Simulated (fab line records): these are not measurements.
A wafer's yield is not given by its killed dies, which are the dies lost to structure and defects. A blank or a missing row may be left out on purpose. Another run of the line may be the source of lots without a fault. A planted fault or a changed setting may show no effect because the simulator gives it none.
Chamber matching || flow nand harc || NHARC_A_SLIT_ETCH_24 on rie diel-05 has 4 sister chambers
The step etches the open film in CF4/CHF3, target depth 121 nm, time 60.5 s. 8 wafers are shown with their chamber, then 8 later ones without.

WAFERS WITH THEIR CHAMBER
{"wafer": "L084.1", "chamber": 2, "drypump motor current A (A)": 5.5, "rf vpp V (V)": 373.8}
{"wafer": "L084.3", "chamber": 3, "drypump motor current A (A)": 6.2, "rf vpp V (V)": 369.5}
{"wafer": "L084.5", "chamber": 1, "drypump motor current A (A)": 5.3, "rf vpp V (V)": 373.3}
{"wafer": "L081.2", "chamber": 2, "drypump motor current A (A)": 5.5, "rf vpp V (V)": 373.2}
{"wafer": "L081.4", "chamber": 3, "drypump motor current A (A)": 6.1, "rf vpp V (V)": 368.9}
{"wafer": "L086.5", "chamber": 1, "drypump motor current A (A)": 5.3, "rf vpp V (V)": 373.6}
{"wafer": "L086.6", "chamber": 0, "drypump motor current A (A)": 5.8, "rf vpp V (V)": 372.6}
{"wafer": "L093.2", "chamber": 0, "drypump motor current A (A)": 5.8, "rf vpp V (V)": 370.6}

WAFERS WITH NO CHAMBER GIVEN
{"wafer": "L093.4", "drypump motor current A (A)": 5.5, "rf vpp V (V)": 374.7}
{"wafer": "L093.5", "drypump motor current A (A)": 6.2, "rf vpp V (V)": 368.4}
{"wafer": "L096.1", "drypump motor current A (A)": 5.5, "rf vpp V (V)": 373.5}
{"wafer": "L096.3", "drypump motor current A (A)": 5.3, "rf vpp V (V)": 372.6}
{"wafer": "L096.6", "drypump motor current A (A)": 6.2, "rf vpp V (V)": 369.6}
{"wafer": "L095.3", "drypump motor current A (A)": 5.3, "rf vpp V (V)": 371.7}
{"wafer": "L095.4", "drypump motor current A (A)": 6.2, "rf vpp V (V)": 368.1}
{"wafer": "L095.6", "drypump motor current A (A)": 5.3, "rf vpp V (V)": 373.1}

WHICH CHAMBER EACH ONE RAN IN
{"wafer": "L093.4", "from the rows above": 2, "in truth": 2}
{"wafer": "L093.5", "from the rows above": 3, "in truth": 3}
{"wafer": "L096.1", "from the rows above": 2, "in truth": 2}
{"wafer": "L096.3", "from the rows above": 1, "in truth": 1}
{"wafer": "L096.6", "from the rows above": 3, "in truth": 3}
{"wafer": "L095.3", "from the rows above": 1, "in truth": 1}
{"wafer": "L095.4", "from the rows above": 3, "in truth": 3}
{"wafer": "L095.6", "from the rows above": 1, "in truth": 1}
Placed correctly: 8 of 8. Can't be placed from these rows: 0. Placed wrongly: 0.
How it was worked out, from the rows above alone: a wafer's distance from a chamber is the root of the sum, over the readings, of the square of ((its reading less the chamber's mean) divided by the reading's scatter). If the next closest chamber is less than 2 further off than the closest, the wafer can't be placed; otherwise it belongs to the closest. The mean given for a chamber averages the wafers shown for that chamber. The scatter is the square root of a quotient: the sum, over the shown wafers, of each reading's squared deviation from its chamber's mean, divided by wafers minus chambers.
